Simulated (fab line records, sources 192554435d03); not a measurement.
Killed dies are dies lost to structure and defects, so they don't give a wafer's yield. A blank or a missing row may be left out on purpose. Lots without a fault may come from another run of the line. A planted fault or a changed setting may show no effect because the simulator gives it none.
fab line records | flow n5_finfet | part 2 of 2: steps 6 to 6 of 6
record lots=9 wafers=25 last_day=17
route steps=1938 shown BEOL_M11@1568 BEOL_M15@1830 PASSIVATION@1936
lots that met no fault: from a run of the same line without faults
start_h: hours from the record's first day to the start of the lot's first wafer shown | wait_h: hours since the lot's step before | " the same as in the row above | L1.1+2: a row that stands for several wafers | - no value, or no start given | * or withheld: withheld | < > ~ a bound
route shown NAME@n: a module of which the file shows steps, and the number in the route of the first | usual: mean/standard deviation of fault-free wafers | same: alike in all rows | chamber/n: place in a boat | sites: the reading at each site | _std_site: their standard deviation | _edge_site: outer sites' mean less inner sites' | radius_mm: how far each site lies from the wafer's centre | mask NAME#n: copy n | behind: the tool/chamber that last shaped the wafer | hold: why the lot was held/for how many hours/how that ended | device: the transistor (n, p or np) that didn't switch | end of line: the same wafers' tests at the end of the route | a step without rows: its recipe alone | killed: dies lost to structure and defects at the first sort, not the wafer's yield | map: a wafer's dies, x killed, . not, _ none there
set.NAME: the setting as run; set.NAME@STEP: as run at that earlier step | model.NAME: the simulator's own value behind a step, which no gauge read
steps of the route over a sample of lots; a table a step, a row a wafer
services: from which hour (start_h, from the record's first day; less than 0 if before it) a tool's chamber was out of use, for how many hours, and why
## steps
# step N5_PASSIVATION_PROBE_49
# usual defect_limited_yield=91.3/1.5 killed_at_M0_to_M3=33/12 killed_at_M4_up=15/5.2 killed_at_contacts=12/5.1 killed_at_front_end=39/11 killed_at_other=5/3.6 killed_dies=103/18 killed_on_rim=14/4.3 killed_open=67/13 killed_short=33/7.8 sort_bin_4_leakage=0/0 sort_bin_5_function=5.1/0.96 sort_bin_6_memory=3.2/0.71 sort_bin_8_speed=0.01/0.063 sort_n_pass=1077/18
# same gross_dies=1180 killed_at_back_side=0
# columns lot.wafer tool chamber start_h wait_h defect_limited_yield[%] killed_at_M0_to_M3 killed_at_M4_up killed_at_contacts killed_at_front_end killed_at_other killed_dies killed_on_rim killed_open killed_short sort_bin_4_leakage[%] sort_bin_5_function[%] sort_bin_6_memory[%] sort_bin_8_speed[%] sort_n_pass
L561.4 prober-02 - 278.62 0.2 90.9 43 14 13 31 6 107 16 81 24 0 4.7 4.2 0 1073
L561.5 prober-02 - 278.67 0.2 90.3 43 13 14 39 5 114 17 72 32 0 4.5 4.2 0 1066
L561.6 prober-02 - 278.72 0.3 89.8 47 24 7 35 7 120 13 81 38 0 6.5 3.5 0 1060
L563.2 prober-01 - 286.51 0.1 89.1 46 16 10 45 12 129 13 73 56 0 6.2 4.2 0 1051
L563.3 prober-01 - 286.56 0.1 89.3 50 12 17 43 4 126 18 98 28 0 5.7 4.6 0 1054
L563.6 prober-01 - 286.71 0.3 91.7 37 14 7 34 6 98 6 63 35 0 4.9 3.2 0 1082
L565.2 prober-02 - 300.56 0.1 89.4 33 10 8 67 7 125 18 66 48 0 6.4 3.4 0 1055
L565.5 prober-02 - 300.71 0.2 90.3 44 10 6 46 8 114 12 63 44 0 4.9 4.1 0 1066
L565.6 prober-02 - 300.76 0.3 90.5 27 14 8 56 7 112 13 69 42 0 6.4 2.9 0.08 1068
L566.1 prober-02 - 306.11 0.0 90.3 58 9 2 42 3 114 19 71 43 0 6.1 3.3 0 1066
L566.3 prober-02 - 306.21 0.1 91.8 30 22 4 33 8 97 18 54 36 0 4.2 3.3 0 1083
L566.4 prober-02 - 306.26 0.2 90.1 37 26 10 41 3 117 15 80 37 0 4.4 5.5 0 1063
L571.3 prober-02 - 348.89 0.1 91.0 22 24 7 43 10 106 13 67 38 0.08 5.3 3.2 0.08 1073
L571.5 prober-02 - 348.99 0.2 88.9 22 16 7 73 13 131 25 62 45 0.08 5.0 3.5 0 1049
L571.6 prober-02 - 349.04 0.3 90.8 24 16 10 57 2 109 15 66 38 0 5.4 3.0 0 1071
L575.1 prober-01 - 365.18 0.0 92.6 29 12 10 25 11 87 11 53 33 0 4.7 2.5 0 1093
L575.2 prober-01 - 365.23 0.1 90.3 31 11 10 47 15 114 15 66 43 0 5.5 3.1 0 1066
L575.6 prober-01 - 365.43 0.3 90.9 29 12 11 46 9 107 11 60 47 0 6.6 2.1 0 1073
L574.2 prober-02 - 378.16 0.1 94.2 19 12 12 22 3 68 17 36 18 0 3.1 1.6 0 1112
L574.4 prober-02 - 378.26 0.2 94.3 21 15 6 22 3 67 8 43 20 0 3.4 1.9 0.17 1113
L574.5 prober-02 - 378.31 0.2 93.2 16 18 7 34 5 80 12 54 22 0.17 4.0 2.4 0 1100
L577.3 prober-01 - 379.27 0.1 91.0 30 19 14 40 3 106 12 78 28 0 5.7 3.1 0.68 1066
L577.4 prober-01 - 379.32 0.2 92.6 23 12 8 37 7 87 18 66 21 0 4.7 2.5 0 1093
L581.2 prober-02 - 415.98 0.1 92.0 26 13 17 31 7 94 10 63 30 0 4.3 3.4 0 1086
L581.5 prober-02 - 416.13 0.2 88.8 53 14 18 46 1 132 14 97 34 0 6.9 3.8 0 1048
# killed by level:class
L561.4 BEOL_M0_SAQP:geometric_particle:open=13 FIN_SAQP:geometric_particle:open=10 MOL_CONTACT_COAG:geometric_particle:open=9 BEOL_M4:geometric_particle:open=9 BEOL_M2:geometric_particle:open=7 BEOL_M3:geometric_particle:open=7 DUMMY_GATE:geometric_particle:open=6 BEOL_M0_SAQP:geometric_particle:short=6
L561.5 BEOL_M0_SAQP:geometric_particle:short=13 BEOL_M0_SAQP:geometric_particle:open=13 MOL_CONTACT_COAG:geometric_particle:open=10 HKMG_FIN:area_etch=8 DUMMY_GATE:geometric_particle:open=7 BEOL_M3:geometric_particle:open=7 STI_FIN_REVEAL:geometric_particle:open=6 BEOL_M0:geometric_particle:open=5
L561.6 BEOL_M0_SAQP:geometric_particle:open=14 BEOL_M4:geometric_particle:open=12 BEOL_M3:geometric_particle:open=9 BEOL_M4:geometric_particle:short=7 DUMMY_GATE:geometric_particle:open=6 MOL_CONTACT_COAG:geometric_particle:open=6 FIN_SAQP:geometric_particle:open=5 FIN_SAQP:geometric_particle:short=5
L563.2 BEOL_M0_SAQP:geometric_particle:short=14 GATE_CUT:geometric_particle:short=11 BEOL_M0_SAQP:geometric_particle:open=10 GATE_CUT:geometric_particle:open=9 MOL_CONTACT_COAG:geometric_particle:open=7 STI_FIN_REVEAL:geometric_particle:open=6 BEOL_M2:geometric_particle:open=6 BEOL_M3:geometric_particle:open=6
L563.3 MOL_CONTACT_COAG:geometric_particle:open=16 STI_FIN_REVEAL:geometric_particle:open=15 BEOL_M2:geometric_particle:open=15 BEOL_M1:geometric_particle:open=10 FIN_SAQP:geometric_particle:open=8 BEOL_M3:geometric_particle:open=6 BEOL_M0_SAQP:geometric_particle:open=5 STI_FIN_REVEAL:geometric_particle:short=4
L563.6 BEOL_M0_SAQP:geometric_particle:short=9 STI_FIN_REVEAL:geometric_particle:open=8 MOL_CONTACT_COAG:geometric_particle:open=7 FIN_SAQP:geometric_particle:open=6 BEOL_M1:geometric_particle:open=6 BEOL_M2:geometric_particle:open=6 BEOL_M3:geometric_particle:short=6 FIN_SAQP:geometric_particle:short=5
L565.2 FIN_SAQP:geometric_particle:short=16 FIN_SAQP:geometric_particle:open=11 STI_FIN_REVEAL:geometric_particle:open=11 ILD0:geometric_particle:short=7 BEOL_M3:geometric_particle:open=7 BEOL_M0_SAQP:geometric_particle:short=6 BEOL_M0_SAQP:geometric_particle:open=6 HKMG_FIN:area_etch=6
L565.5 BEOL_M0_SAQP:geometric_particle:short=15 BEOL_M0_SAQP:geometric_particle:open=10 STI_FIN_REVEAL:geometric_particle:open=9 FIN_SAQP:geometric_particle:open=8 HKMG_FIN:area_etch=7 BEOL_M1:geometric_particle:open=6 MIM_TOP_ETCH:geometric_particle:short=5 BEOL_M3:geometric_particle:open=5
L565.6 STI_FIN_REVEAL:geometric_particle:open=11 FIN_SAQP:geometric_particle:short=9 ILD0:geometric_particle:open=8 MOL_CONTACT_COAG:geometric_particle:open=8 BEOL_M0_SAQP:geometric_particle:short=8 BEOL_M0_SAQP:geometric_particle:open=8 GATE_CUT:geometric_particle:short=7 BEOL_M4:geometric_particle:open=7
L566.1 BEOL_M1:geometric_particle:open=14 BEOL_M0_SAQP:geometric_particle:short=12 BEOL_M0_SAQP:geometric_particle:open=12 FIN_SAQP:geometric_particle:open=8 BEOL_M3:geometric_particle:open=8 DUMMY_GATE:geometric_particle:open=6 STI_FIN_REVEAL:geometric_particle:open=5 DUMMY_GATE:geometric_particle:short=5
L566.3 BEOL_M4:geometric_particle:open=8 BEOL_M0_SAQP:geometric_particle:short=7 BEOL_M2:geometric_particle:open=7 BEOL_M4:geometric_particle:short=7 HKMG_FIN:area_etch=7 DUMMY_GATE:geometric_particle:short=6 FIN_SAQP:geometric_particle:open=5 BEOL_M5:geometric_particle:open=5
L566.4 BEOL_M1:geometric_particle:open=11 DUMMY_GATE:geometric_particle:open=9 BEOL_M0_SAQP:geometric_particle:open=8 MOL_CONTACT_COAG:geometric_particle:open=7 STI_FIN_REVEAL:geometric_particle:open=6 GATE_CUT:geometric_particle:short=6 BEOL_M4:geometric_particle:open=6 BEOL_M5:geometric_particle:open=5
L571.3 FIN_SAQP:geometric_particle:short=12 FIN_SAQP:geometric_particle:open=11 STI_FIN_REVEAL:geometric_particle:open=10 BEOL_M0_SAQP:geometric_particle:open=10 BEOL_M4:geometric_particle:open=10 MOL_CONTACT_COAG:geometric_particle:open=6 BEOL_M4:geometric_particle:short=6 MIM_TOP:geometric_particle:open=5
L571.5 HKMG_FIN:area_etch=23 FIN_SAQP:geometric_particle:open=10 FIN_SAQP:geometric_particle:short=10 STI_FIN_REVEAL:geometric_particle:open=9 GATE_CUT:geometric_particle:short=9 BEOL_M4:geometric_particle:open=9 BEOL_M1:geometric_particle:open=7 DUMMY_GATE:geometric_particle:open=5
L571.6 STI_FIN_REVEAL:geometric_particle:open=17 GATE_CUT:geometric_particle:short=10 MOL_CONTACT_COAG:geometric_particle:open=10 FIN_SAQP:geometric_particle:short=9 FIN_SAQP:geometric_particle:open=7 BEOL_M0_SAQP:geometric_particle:open=7 BEOL_M0_SAQP:geometric_particle:short=7 BEOL_M4:geometric_particle:open=7
L575.1 MOL_CONTACT_COAG:geometric_particle:open=9 BEOL_M0_SAQP:geometric_particle:short=8 FIN_SAQP:geometric_particle:open=7 BEOL_M2:geometric_particle:open=7 BEOL_M3:geometric_particle:open=5 FIN_SAQP:geometric_particle:short=4 BEOL_M0_SAQP:geometric_particle:open=4 BEOL_M4:geometric_particle:open=4
L575.2 BEOL_M2:geometric_particle:open=11 FIN_SAQP:geometric_particle:short=8 FIN_SAQP:geometric_particle:open=7 MOL_CONTACT_COAG:geometric_particle:open=7 DUMMY_GATE:geometric_particle:open=6 GATE_CUT:geometric_particle:short=6 STARTING-WAFER:geometric_particle:short=6 BEOL_M3:geometric_particle:open=6
L575.6 FIN_SAQP:geometric_particle:short=21 BEOL_M3:geometric_particle:open=9 MOL_CONTACT_COAG:geometric_particle:open=8 BEOL_M2:geometric_particle:open=7 FIN_SAQP:geometric_particle:open=6 DUMMY_GATE:geometric_particle:open=6 STARTING-WAFER:geometric_particle:open=5 BEOL_M2:geometric_particle:short=4
L574.2 HKMG_FIN:area_etch=13 MOL_CONTACT_COAG:geometric_particle:open=10 BEOL_M0_SAQP:geometric_particle:short=5 BEOL_M3:geometric_particle:open=5 BEOL_M4:geometric_particle:open=4 BEOL_M1:geometric_particle:open=3 BEOL_M1:geometric_particle:short=2 GATE_CUT:geometric_particle:short=2
L574.4 STI_FIN_REVEAL:geometric_particle:open=5 MOL_CONTACT_COAG:geometric_particle:open=5 BEOL_M1:geometric_particle:open=5 GATE_CUT:geometric_particle:open=4 BEOL_M0_SAQP:geometric_particle:open=4 BEOL_M0_SAQP:geometric_particle:short=4 GATE_CUT:geometric_particle:short=3 BEOL_M1:geometric_particle:short=3
L574.5 GATE_CUT:geometric_particle:open=9 FIN_SAQP:geometric_particle:open=6 GATE_CUT:geometric_particle:short=6 STI_FIN_REVEAL:geometric_particle:open=5 MOL_CONTACT_COAG:geometric_particle:open=5 BEOL_M3:geometric_particle:open=5 BEOL_M4:geometric_particle:open=4 BEOL_M7:geometric_particle:open=4
L577.3 BEOL_M2:geometric_particle:open=12 FIN_SAQP:geometric_particle:open=11 STI_FIN_REVEAL:geometric_particle:open=9 MOL_CONTACT_COAG:geometric_particle:open=9 BEOL_M4:geometric_particle:open=7 BEOL_M0_SAQP:geometric_particle:short=6 DUMMY_GATE:geometric_particle:open=5 MOL_CONTACT_COAG:geometric_particle:short=5
L577.4 STI_FIN_REVEAL:geometric_particle:open=10 MOL_CONTACT_COAG:geometric_particle:open=8 GATE_CUT:geometric_particle:open=7 BEOL_M0_SAQP:geometric_particle:short=6 FIN_SAQP:geometric_particle:open=5 BEOL_M1:geometric_particle:open=5 BEOL_M2:geometric_particle:open=5 BEOL_M0_SAQP:geometric_particle:open=4
L581.2 MOL_CONTACT_COAG:geometric_particle:open=15 FIN_SAQP:geometric_particle:short=9 FIN_SAQP:geometric_particle:open=8 STARTING-WAFER:geometric_particle:short=5 BEOL_M0_SAQP:geometric_particle:open=5 BEOL_M3:geometric_particle:open=5 BEOL_M0_SAQP:geometric_particle:short=4 BEOL_M1:geometric_particle:open=4
L581.5 BEOL_M0_SAQP:geometric_particle:open=21 FIN_SAQP:geometric_particle:open=18 MOL_CONTACT_COAG:geometric_particle:open=16 BEOL_M3:geometric_particle:open=12 BEOL_M0_SAQP:geometric_particle:short=8 FIN_SAQP:geometric_particle:short=6 STI_FIN_REVEAL:geometric_particle:open=6 DUMMY_GATE:geometric_particle:open=4
## services
# columns tool chamber start_h hours kind
ald_metal-03 3 215.15 - calibration
ald_metal-02 - 230.35 14.6 pm
ald_metal-02 - 247.86 6.0 pm
ald_metal-04 0 251.33 5.2 repair
ald_metal-02 - 254.19 0.4 repair
ald_metal-02 - 271.66 0.2 repair
pvd_sputter-01 - 301.73 2.1 repair
pvd_sputter-01 - 310.66 1.0 repair
pvd_sputter-01 - 328.15 1.8 repair
ald_metal-02 - 337.32 14.0 pm
ald_metal-02 0 337.32 14.0 vent_cycle
ald_metal-02 1 337.32 14.0 vent_cycle
ald_metal-02 2 337.32 14.0 vent_cycle
ald_metal-02 3 337.32 14.0 vent_cycle
ald_metal-02 0 351.32 - clean
ald_metal-02 1 351.32 - clean
ald_metal-02 2 351.32 - clean
ald_metal-02 3 351.32 - clean
ald_metal-02 - 352.09 0.4 repair
ald_metal-03 - 369.43 1.0 repair
